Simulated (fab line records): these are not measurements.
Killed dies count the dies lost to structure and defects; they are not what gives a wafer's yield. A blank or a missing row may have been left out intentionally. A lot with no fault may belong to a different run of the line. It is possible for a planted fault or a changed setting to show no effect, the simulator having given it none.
fab line records -- flow nand_harc
record: lots: 13, wafers: 39, last_day: 33
route steps=1302 shown P_BONDPAD@352
lots untouched by any fault: they come from a run of this same line in which no faults occurred
start_h: start of the lot's first displayed wafer, in hours after the record's first day -- wait_h: time in hours since the lot's previous step -- " unchanged from the row above -- L1.1+2: one row covering several wafers at once -- - no value, or no start was given -- * or withheld: withheld -- < > ~ a bound
route shown NAME@n: a module of which the file shows steps, and the number in the route of the first -- usual: mean and standard deviation over wafers with no fault -- same: alike in all rows -- chamber/n: place in a boat -- sites: readings site by site -- _std_site: the standard deviation of these -- _edge_site: the outer-site mean with the inner-site mean subtracted -- radius_mm: for every site, how far away it sits from the centre of the wafer -- mask NAME#n: copy n -- behind: the last tool/chamber to shape the wafer -- hold: reason for holding the lot/hours on hold/outcome of the hold -- device: which transistor (n, p or np) failed to switch -- end of line: the route-end tests of the same wafers -- step lacking rows: just its recipe -- killed: not the wafer's yield, but the dies lost to structure and defects at the first sort -- map: dies across one wafer; x = killed, . = not, _ = none there
set.NAME: setting as actually run; set.NAME@STEP: the setting as run at that earlier step -- model.NAME: the simulator's own value behind a step, which no gauge read
route steps across a sampled set of lots; one table per step, one row per wafer
services: the hour from which a tool's chamber was out of use, counted from the record's first day as start_h (under 0 if before that day), plus the number of hours and why
== steps ==
step: NHARC_P_BONDPAD_CMP_32
recipe: target_thk_nm: 200, material: SiCN
usual: motor_current_A: 12.3/1.2
lot.wafer,tool,chamber,start_h,wait_h,motor_current_A
L349.3,cmp-04,3,132.23,-,13.2
L349.6,cmp-04,2,132.23,-,10.8
L349.5,cmp-04,3,132.23,-,12.5
L355.4,cmp-01,0,196.21,-,12.4
L355.5,cmp-01,0,196.21,-,11.9
L355.6,cmp-01,1,196.21,-,12.6
L359.2,cmp-04,0,231.71,-,11.2
L359.3,cmp-04,1,231.71,-,12.3
L359.6,cmp-04,0,231.71,-,11.0
L361.2,cmp-01,3,252.88,-,12.2
L361.1,cmp-01,0,252.88,-,12.7
L361.6,cmp-01,0,252.88,-,13.8
L363.2,cmp-03,1,274.55,-,13.4
L363.4,cmp-03,3,274.55,-,10.6
L363.1,cmp-03,0,274.55,-,14.1
L364.2,cmp-01,2,281.98,-,13.8
L364.3,cmp-01,0,281.98,-,13.1
L364.6,cmp-01,2,281.98,-,14.5
L366.4,cmp-03,0,304.45,-,13.8
L366.1,cmp-03,1,304.45,-,14.2
L366.6,cmp-03,3,304.45,-,10.6
L367.3,cmp-03,3,311.89,-,10.9
L367.2,cmp-03,0,311.89,-,14.0
L367.5,cmp-03,3,311.89,-,10.1
L368.1,cmp-04,2,320.96,-,10.8
L368.4,cmp-04,3,320.96,-,12.8
L368.5,cmp-04,1,320.96,-,11.4
L369.3,cmp-04,0,333.21,-,11.8
L369.1,cmp-04,1,333.21,-,11.8
L369.5,cmp-04,3,333.21,-,13.0
L370.2,cmp-04,2,348.03,-,11.4
L370.4,cmp-04,0,348.03,-,11.9
L370.5,cmp-04,1,348.03,-,11.3
L371.1,cmp-03,1,354.41,-,13.5
L371.4,cmp-03,2,354.41,-,11.1
L371.5,cmp-03,1,354.41,-,14.3
L372.3,cmp-04,2,365.62,-,10.4
L372.2,cmp-04,0,365.62,-,11.0
L372.6,cmp-04,2,365.62,-,10.9
step: NHARC_P_BONDPAD_ETCH_37
recipe: target_depth_a: 600, overetch_a: 180, time_s: 65.91, ion_energy_ev: 200, n2_flow_sccm: 150, h2_flow_sccm: 150, ar_flow_sccm: 0, rf_w: 400, bias_w: 150, chemistry: N2/H2
usual: drypump_motor_current_A: 5.5/0.4, h2_flow_sccm: 150.0/0.47, mfc_ar_sccm: 0.006/0.011, oes_product_au: 0.998/0.011, rf_vpp_V: 430.9/2.7, showerhead_plenum_p_Torr: 2.05/0.091, throttle_valve_pct: 14.170/0.0083
lot.wafer,tool,chamber,start_h,wait_h,drypump_motor_current_A,h2_flow_sccm,mfc_ar_sccm,oes_product_au,rf_hours_counter_h,rf_vpp_V,showerhead_plenum_p_Torr,throttle_valve_pct
L349.3,rie_diel-04,0,133.34,0.1,5.4,149.6,0.007,1.015,6.8,430.4,1.96,14.160
L349.6,rie_diel-04,3,133.34,0.1,5.3,150.4,0.033,0.987,-,426.3,1.90,14.170
L349.5,rie_diel-04,2,133.34,0.1,5.7,150.2,0,1.002,-,436.7,2.19,14.169
L355.4,rie_diel-04,0,197.21,0.1,5.4,149.5,0.007,0.994,0.4,429.2,1.96,14.179
L355.6,rie_diel-04,2,197.21,0.1,5.8,149.7,0,0.987,-,435.3,2.19,14.157
L355.5,rie_diel-04,3,197.21,0.1,5.2,149.8,0.033,0.999,-,428.6,1.90,14.162
L359.2,rie_diel-04,2,232.69,0.1,5.8,150.2,0,0.992,2.0,434.3,2.19,14.171
L359.3,rie_diel-04,3,232.69,0.1,5.2,150.3,0.033,1.006,2.5,426.4,1.90,14.162
L359.6,rie_diel-04,0,232.69,0.1,5.4,150.3,0.007,0.994,-,428.0,1.96,14.177
L361.2,rie_diel-08,0,254.01,0.1,5.8,150.3,0,0.997,1.9,428.1,2.04,14.173
L361.1,rie_diel-08,3,254.01,0.1,5.5,150.3,0.004,1.000,1.5,428.2,1.93,14.159
L361.6,rie_diel-08,0,254.01,0.1,5.8,150.4,0,0.994,-,429.1,2.04,14.169
L363.2,rie_diel-03,2,275.67,0.1,5.1,149.5,0,0.990,7.3,427.5,1.98,14.175
L363.4,rie_diel-03,3,275.67,0.1,5.9,149.6,0,0.992,6.1,429.9,2.00,14.165
L363.1,rie_diel-03,0,275.67,0.1,6.2,148.8,0,1.001,7.1,432.2,2.09,14.179
L364.2,rie_diel-03,0,282.94,0.1,6.2,149.8,0,1.002,7.5,431.4,2.09,14.163
L364.3,rie_diel-03,2,282.94,0.1,5.1,149.8,0,0.989,7.9,429.0,1.98,14.172
L364.6,rie_diel-03,0,282.94,0.1,6.1,149.8,0,0.992,-,432.5,2.09,14.173
L366.4,rie_diel-08,2,305.41,0.1,5.2,150.2,0.019,1.003,3.5,433.2,2.18,14.164
L366.1,rie_diel-08,3,305.41,0.1,5.5,150.2,0.004,1.000,4.0,426.1,1.93,14.173
L366.6,rie_diel-08,1,305.41,0.1,5.7,149.5,0.039,1.007,-,431.6,2.10,14.159
L367.2,rie_diel-08,2,312.99,0.1,5.2,150.4,0.019,1.007,3.6,435.3,2.18,14.170
L367.3,rie_diel-08,1,312.99,0.1,5.7,149.8,0.039,1.009,3.4,432.7,2.10,14.181
L367.5,rie_diel-08,2,312.99,0.1,5.3,150.1,0.019,1.005,-,433.4,2.18,14.174
L368.4,rie_diel-03,3,322.04,0.1,5.9,150.6,0,0.986,1.2,430.2,2.00,14.165
L368.1,rie_diel-03,0,322.04,0.1,6.1,150.2,0,1.000,1.1,432.0,2.09,14.186
L368.5,rie_diel-03,3,322.04,0.1,5.9,150.0,0,0.988,-,430.3,2.00,14.164
L369.3,rie_diel-03,2,334.33,0.1,5.1,149.5,0,0.980,2.8,430.9,1.98,14.168
L369.1,rie_diel-03,3,334.33,0.1,5.9,150.1,0,0.975,2.5,429.7,2.00,14.164
L369.5,rie_diel-03,0,334.33,0.1,6.1,149.7,0,0.994,-,430.9,2.09,14.178
L370.2,rie_diel-03,1,349.12,0.1,5.1,151.3,0.005,0.995,1.9,432.7,2.17,14.173
L370.4,rie_diel-03,0,349.12,0.1,6.1,150.1,0,1.005,2.5,432.6,2.09,14.175
L370.5,rie_diel-03,1,349.12,0.1,5.1,150.2,0.005,1.000,-,434.6,2.17,14.167
L371.4,rie_diel-03,3,355.40,0.1,5.9,150.2,0,0.992,3.1,429.3,2.00,14.187
L371.1,rie_diel-03,0,355.40,0.1,6.1,150.0,0,1.017,2.7,433.1,2.09,14.167
L371.5,rie_diel-03,0,355.40,0.1,6.1,149.8,0,1.000,-,432.2,2.09,14.171
L372.3,rie_diel-03,1,366.74,0.1,5.1,150.4,0.005,0.994,2.3,433.2,2.17,14.165
L372.2,rie_diel-03,2,366.74,0.1,5.1,149.7,0,0.988,3.5,429.2,1.98,14.173
L372.6,rie_diel-03,0,366.74,0.1,6.1,150.7,0,0.993,-,432.4,2.09,14.171
step: NHARC_P_BONDPAD_STRIP_15
recipe: o2_flow_sccm: 500, ar_flow_sccm: 0, bias_w: 0, chemistry: O2
usual: drypump_motor_current_A: 5.6/0.34, mfc_ar_sccm: 0.009/0.014, oes_product_au: 0.997/0.012, rf_vpp_V: 57.7/1.1, showerhead_plenum_p_Torr: 3.55/0.14, throttle_valve_pct: 17.037/0.0093
lot.wafer,tool,chamber,start_h,wait_h,drypump_motor_current_A,mfc_ar_sccm,oes_product_au,rf_hours_counter_h,rf_vpp_V,showerhead_plenum_p_Torr,throttle_valve_pct
L349.3,rie_diel-03,0,133.67,0.1,6.1,0,1.008,1.0,57.8,3.62,17.032
L349.6,rie_diel-03,0,133.67,0.1,6.1,0,1.001,-,58.0,3.62,17.033
L349.5,rie_diel-03,1,133.67,0.1,5.1,0.005,1.007,-,57.9,3.74,17.025
L355.4,rie_diel-03,1,197.55,0.1,5.1,0.005,1.012,4.6,58.6,3.74,17.039
L355.5,rie_diel-03,2,197.55,0.1,5.1,0,0.982,-,58.9,3.43,17.032
L355.6,rie_diel-03,3,197.55,0.1,5.9,0,0.986,-,59.3,3.47,17.041
L359.3,rie_diel-08,0,232.98,0.1,5.8,0,0.993,0.8,58.5,3.54,17.050
L359.2,rie_diel-08,1,232.98,0.1,5.7,0.039,0.999,0.7,57.7,3.63,17.035
L359.6,rie_diel-08,0,232.98,0.1,5.7,0,1.004,-,59.2,3.54,17.038
L361.2,rie_diel-08,0,254.36,0.1,5.8,0,0.992,2.0,58.1,3.54,17.036
L361.1,rie_diel-08,2,254.36,0.1,5.3,0.019,1.015,1.6,58.0,3.75,17.041
L361.6,rie_diel-08,3,254.36,0.1,5.5,0.004,1.002,-,56.8,3.35,17.041
L363.1,rie_diel-08,1,275.98,0.1,5.7,0.039,0.995,1.8,57.7,3.63,17.028
L363.4,rie_diel-08,2,275.98,0.1,5.3,0.019,1.008,2.6,58.7,3.74,17.050
L363.2,rie_diel-08,3,275.98,0.1,5.5,0.004,0.988,2.6,58.2,3.35,17.041
L364.3,rie_diel-08,1,283.24,0.1,5.7,0.039,0.986,2.0,59.3,3.63,17.054
L364.2,rie_diel-08,3,283.24,0.1,5.5,0.004,1.005,2.7,57.6,3.35,17.034
L364.6,rie_diel-08,1,283.24,0.1,5.7,0.039,0.988,-,57.3,3.63,17.047
L366.1,rie_diel-03,3,305.70,0.1,5.9,0,0.975,0.6,57.3,3.47,17.039
L366.4,rie_diel-03,2,305.70,0.1,5.1,0,0.984,0.5,55.9,3.43,17.038
L366.6,rie_diel-03,3,305.70,0.1,5.9,0,0.971,-,57.4,3.47,17.014
L367.2,rie_diel-03,3,313.34,0.1,5.9,0,0.986,1.1,57.8,3.47,17.036
L367.3,rie_diel-03,0,313.34,0.1,6.2,0,0.994,1.0,57.5,3.61,17.019
L367.5,rie_diel-03,1,313.34,0.1,5.1,0.005,1.013,-,57.4,3.73,17.042
L368.1,rie_diel-03,2,322.34,0.1,5.1,0,0.979,1.5,57.2,3.43,17.029
L368.4,rie_diel-03,3,322.34,0.1,5.9,0,0.965,1.3,57.6,3.47,17.041
L368.5,rie_diel-03,3,322.34,0.1,5.9,0,0.973,-,56.7,3.47,17.033
L369.1,rie_diel-04,3,334.67,0.1,5.2,0.033,0.991,8.5,57.5,3.31,17.046
L369.3,rie_diel-04,0,334.67,0.1,5.4,0.007,1.015,9.7,57.4,3.40,17.046
L369.5,rie_diel-04,3,334.67,0.1,5.3,0.033,0.987,-,56.7,3.31,17.027
L370.2,rie_diel-04,0,349.44,0.1,5.4,0.007,1.013,10.1,57.1,3.40,17.035
L370.4,rie_diel-04,3,349.44,0.1,5.3,0.033,0.996,-,55.3,3.31,17.030
L370.5,rie_diel-04,1,349.44,0.1,5.0,0.001,1.013,-,58.4,3.56,17.030
L371.1,rie_diel-08,0,355.72,0.1,5.8,0,0.991,5.8,57.8,3.53,17.031
L371.4,rie_diel-08,1,355.72,0.1,5.7,0.039,0.996,4.8,56.2,3.63,17.037
L371.5,rie_diel-08,3,355.72,0.1,5.5,0.004,1.001,-,57.7,3.35,17.034
L372.3,rie_diel-08,3,367.03,0.1,5.5,0.004,1.003,5.8,57.6,3.35,17.020
L372.2,rie_diel-08,0,367.03,0.1,5.8,0,0.991,6.1,58.0,3.53,17.046
L372.6,rie_diel-08,3,367.03,0.1,5.5,0.004,1.009,-,57.1,3.35,17.045
step: NHARC_P_BONDPAD_ETCH_24
recipe: target_depth_a: 300, over_etch_frac: 0.3, time_s: 72.99, ion_energy_ev: 150, cf4_flow_sccm: 50, n2_flow_sccm: 100, ar_flow_sccm: 150, rf_w: 300, bias_w: 100, chemistry: CF4/N2
usual: drypump_motor_current_A: 5.5/0.35, mfc_ar_sccm: 150.0/0.49, oes_product_au: 0.999/0.012, rf_vpp_V: 314.6/1.9, showerhead_plenum_p_Torr: 2.65/0.11, throttle_valve_pct: 19.793/0.0092
lot.wafer,tool,chamber,start_h,wait_h,drypump_motor_current_A,mfc_ar_sccm,oes_product_au,rf_hours_counter_h,rf_vpp_V,showerhead_plenum_p_Torr,throttle_valve_pct
L349.3,rie_diel-03,0,133.81,-,6.2,149.9,1.013,1.0,316.9,2.69,19.802
L349.5,rie_diel-03,0,133.81,-,6.1,149.5,1.007,-,315.4,2.69,19.789
L349.6,rie_diel-03,1,133.81,-,5.1,149.2,1.018,-,315.6,2.78,19.796
L355.4,rie_diel-03,1,197.66,-,5.1,150.3,1.015,4.7,315.9,2.78,19.782
L355.6,rie_diel-03,0,197.66,-,6.2,151.4,0.813,-,314.6,2.69,19.789
L355.5,rie_diel-03,1,197.66,-,5.1,149.8,1.018,-,317.9,2.78,19.775
L359.2,rie_diel-08,2,233.13,-,5.2,150.1,1.024,0.7,317.8,2.79,19.786
L359.3,rie_diel-08,3,233.13,-,5.5,150.4,0.990,0.8,311.2,2.50,19.781
L359.6,rie_diel-08,2,233.13,-,5.2,150.6,1.019,-,316.6,2.79,19.805
L361.1,rie_diel-08,0,254.52,0.1,5.8,149.7,0.985,2.0,315.2,2.63,19.788
L361.2,rie_diel-08,3,254.52,0.1,5.5,150.5,1.013,1.7,311.5,2.50,19.801
L361.6,rie_diel-08,2,254.52,0.1,5.3,149.8,1.017,-,315.9,2.79,19.769
L363.1,rie_diel-08,3,276.12,-,5.5,150.0,0.997,2.6,311.1,2.49,19.789
L363.4,rie_diel-08,0,276.12,-,5.7,149.6,0.984,3.0,315.0,2.63,19.792
L363.2,rie_diel-08,1,276.12,-,5.7,150.6,0.997,1.8,315.3,2.70,19.785
L364.2,rie_diel-08,2,283.40,-,5.2,150.5,1.009,2.8,316.4,2.79,19.791
L364.3,rie_diel-08,3,283.40,-,5.5,149.7,1.002,2.7,313.0,2.49,19.797
L364.6,rie_diel-08,0,283.40,-,5.8,150.2,0.984,-,313.8,2.63,19.789
L366.4,rie_diel-03,2,305.86,-,5.1,150.6,0.982,0.5,312.5,2.55,19.793
L366.1,rie_diel-03,3,305.86,-,5.9,150.0,0.988,0.6,313.6,2.58,19.780
L366.6,rie_diel-03,1,305.86,-,5.1,149.8,1.019,-,314.3,2.78,19.805
L367.3,rie_diel-03,3,313.47,-,5.9,149.5,0.973,1.1,312.7,2.58,19.795
L367.2,rie_diel-03,0,313.47,-,6.2,150.2,0.990,1.0,315.6,2.69,19.801
L367.5,rie_diel-03,1,313.47,-,5.1,150.3,1.010,-,318.5,2.78,19.789
L368.4,rie_diel-03,1,322.49,-,5.1,150.5,1.004,1.4,317.6,2.78,19.788
L368.1,rie_diel-03,3,322.49,-,5.9,149.7,0.982,1.3,312.6,2.58,19.788
L368.5,rie_diel-03,1,322.49,-,5.1,150.0,1.003,-,317.2,2.78,19.782
L369.3,rie_diel-04,3,334.82,-,5.3,150.1,0.992,8.5,311.3,2.46,19.793
L369.1,rie_diel-04,0,334.82,-,5.4,150.5,1.005,9.7,313.2,2.53,19.774
L369.5,rie_diel-04,2,334.82,-,5.8,150.3,0.994,-,318.5,2.80,19.789
L370.2,rie_diel-04,1,349.61,0.1,5.0,150.0,1.006,9.7,315.0,2.65,19.792
L370.4,rie_diel-04,0,349.61,0.1,5.3,149.8,1.015,-,312.2,2.53,19.801
L370.5,rie_diel-04,1,349.61,0.1,5.0,150.0,1.010,-,314.8,2.65,19.800
L371.1,rie_diel-08,2,355.87,-,5.2,148.9,1.017,5.3,317.3,2.79,19.782
L371.4,rie_diel-08,3,355.87,-,5.5,150.1,1.008,5.6,311.8,2.49,19.792
L371.5,rie_diel-08,0,355.87,-,5.8,149.9,0.992,-,315.9,2.63,19.800
L372.3,rie_diel-08,2,367.18,-,5.3,150.2,0.998,5.5,315.8,2.79,19.780
L372.2,rie_diel-08,0,367.18,-,5.8,150.2,0.988,6.1,314.8,2.63,19.805
L372.6,rie_diel-08,3,367.18,-,5.5,149.0,1.002,-,312.0,2.49,19.782
== services ==
tool,chamber,start_h,hours,kind
cmp-04,-,111.00,4.0,pm
rie_diel-03,-,111.12,9.0,pm
rie_diel-04,3,113.60,2.4,repair
rie_diel-08,0,120.31,3.4,repair
rie_diel-04,1,126.25,39.3,repair
cmp-04,-,130.65,0.6,repair
cmp-03,-,151.55,0.7,repair
cmp-03,-,162.00,4.0,pm
rie_diel-04,-,177.90,9.0,pm
rie_diel-08,3,190.51,7.5,repair
rie_diel-08,-,190.80,9.0,pm
cmp-04,-,209.00,4.0,pm
rie_diel-08,1,240.20,20.7,repair
rie_diel-08,3,241.24,7.3,repair
cmp-03,-,260.00,4.0,pm
cmp-04,-,277.85,1.9,repair
rie_diel-03,-,288.12,9.0,pm
rie_diel-08,2,292.48,4.4,repair
cmp-04,-,307.00,4.0,pm
rie_diel-03,1,331.50,14.4,repair
rie_diel-04,2,344.52,10.1,repair
rie_diel-04,-,345.37,0.6,repair
rie_diel-08,-,346.28,3.4,repair
rie_diel-04,-,354.90,9.0,pm
== key ==
first_sign: step: NHARC_P_BONDPAD_ETCH_24, reading: oes_product_au, direction: down, sigmas: 16, usual: 0.999, struck: 0.813
effect none on later readings
met_at NHARC_P_BONDPAD_ETCH_24
struck_lots L355
struck_wafers L355.6
sort_left_out L355.6
not_acting_at NHARC_P_BONDPAD_CMP_32,NHARC_P_BONDPAD_ETCH_37,NHARC_P_BONDPAD_STRIP_15
onset_between 133.81 197.66
fault: kind: process_parameter_drift, tool: rie_diel-03, chamber: 0, onset_h: 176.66, steps: NHARC_P_BONDPAD_ETCH_24, channel: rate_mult, offset: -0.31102, shape: step, end_h: 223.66
sort_left_out: the simulated sort isn't trusted on such a fault, so these wafers' sort isn't shown, and their yield isn't known
